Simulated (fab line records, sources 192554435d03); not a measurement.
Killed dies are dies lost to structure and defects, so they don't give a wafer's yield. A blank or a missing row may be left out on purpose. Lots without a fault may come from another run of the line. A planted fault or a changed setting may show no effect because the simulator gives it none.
Which tool did it? | flow n5_finfet | 12 lots, 36 wafers sampled, at 3 steps of a route of 1938

WHAT THE GAUGES READ, wafer by wafer
N5_PASSIVATION_OVL_MEAS_60.
lot  | measured     | on         | TV_OVL (nm)
L605 | day 11 23:30 | overlay-01 | 0 3 -1
L604 | day 12 17:34 | overlay-02 | 5 5 8
L606 | day 12 20:32 | overlay-02 | -9 -6 -4
L608 | day 13 02:35 | overlay-02 | 11 6 8
L611 | day 13 19:20 | overlay-02 | 7 8 -1
L612 | day 14 07:03 | overlay-02 | -8 -8 -9
L613 | day 14 13:26 | overlay-01 | -1 1 7
L614 | day 14 15:05 | overlay-01 | -1 -5 2
L615 | day 15 07:34 | overlay-01 | 0 0 2
L616 | day 15 12:25 | overlay-01 | 2 6 4
L619 | day 15 15:47 | overlay-01 | 5 9 13
L626 | day 18 05:55 | overlay-01 | -1 -2 8

WHICH TOOL RAN EACH LOT (tool, then ch and the chambers of the sampled wafers, then the start)
lot  | N5_BEOL_M4_ECD_50              | N5_MIM_BOT_ETCH_ETCH_00
L605 | ecd_cu-01 ch 0,1, day 7 20:36  | rie_metal-03 ch 0,1, day 11 20:03
L604 | ecd_cu-02 ch 0,1, day 8 12:13  | rie_metal-01 ch 0,1, day 12 14:13
L606 | ecd_cu-01 ch 0,1, day 8 12:14  | rie_metal-01 ch 1, day 12 19:20
L608 | ecd_cu-02 ch 0,1, day 9 05:59  | rie_metal-01 ch 0,1, day 13 01:31
L611 | ecd_cu-01 ch 0,1, day 9 18:29  | rie_metal-02 ch 0,1, day 13 18:16
L612 | ecd_cu-01 ch 0,1, day 9 22:36  | rie_metal-02 ch 0,1, day 14 05:23
L613 | ecd_cu-01 ch 0,1, day 10 04:13 | rie_metal-02 ch 0,1, day 14 10:43
L614 | ecd_cu-01 ch 0,1, day 10 21:45 | rie_metal-03 ch 0,1, day 14 13:07
L615 | ecd_cu-01 ch 0,1, day 11 10:04 | rie_metal-01 ch 0,1, day 15 06:07
L616 | ecd_cu-02 ch 0,1, day 11 15:07 | rie_metal-01 ch 0,1, day 15 10:28
L619 | ecd_cu-01 ch 0,1, day 12 00:26 | rie_metal-01 ch 0,1, day 15 14:26
L626 | ecd_cu-02 ch 0, day 13 22:45   | rie_metal-02 ch 1, day 18 04:29
- N5_BEOL_M4_ECD_50: material Cu, target thk 300 nm.
- N5_MIM_BOT_ETCH_ETCH_00: etches TiN in Cl2/BCl3, target depth 45.5 nm.

WHAT THE TOOLS THEMSELVES READ (means of the sampled wafers that have a number; where no wafer has one, the mark that the record gives instead)
N5_MIM_BOT_ETCH_ETCH_00.
lot  | tool         | drypump_motor_current_A (A) | oes_product_au (a.u.) | throttle_valve_pct (%)
L605 | rie_metal-03 | 5.2                         | 0.86                  | 21.69
L604 | rie_metal-01 | 5.4                         | 0.74                  | 22.01
L606 | rie_metal-01 | 5.0                         | 0.72                  | 22.18
L608 | rie_metal-01 | 5.8                         | 0.76                  | 21.83
L611 | rie_metal-02 | 5.7                         | 0.77                  | 21.74
L612 | rie_metal-02 | 5.5                         | 0.81                  | 21.84
L613 | rie_metal-02 | 5.5                         | 0.80                  | 21.86
L614 | rie_metal-03 | 5.7                         | 0.81                  | 21.76
L615 | rie_metal-01 | 5.7                         | 0.75                  | 21.82
L616 | rie_metal-01 | 5.4                         | 0.72                  | 22.02
L619 | rie_metal-01 | 5.4                         | 0.73                  | 22.02
L626 | rie_metal-02 | 5.2                         | 0.80                  | 21.98

THE ANSWER, worked out from the rows above alone
Rule: what is usual is taken from the lots themselves. Put in order of their means at a reading, lots are off if they are a third of the lots or fewer, leave a main group of 4 or more, and stand apart from it by a gap of 3 or more times the standard deviation of the main group's means; of several such gaps the widest counts. A main group whose means are all the same, to the digits that the tables above print for the reading, isn't used. A lot without any number at a reading at which 4 lots or more have one is off too. The other lots that the step has rows for count as sound. The gauges are gone through in route order, then the tools' own readings, and for those a lot's mean is taken as printed above. The first step at which some lot is off is used, and at that step the reading that is off furthest; a lot without a number counts as furthest.
No lot is off at any reading shown: from this, nothing can be told.

WHAT THE SIMULATOR HAD PUT IN
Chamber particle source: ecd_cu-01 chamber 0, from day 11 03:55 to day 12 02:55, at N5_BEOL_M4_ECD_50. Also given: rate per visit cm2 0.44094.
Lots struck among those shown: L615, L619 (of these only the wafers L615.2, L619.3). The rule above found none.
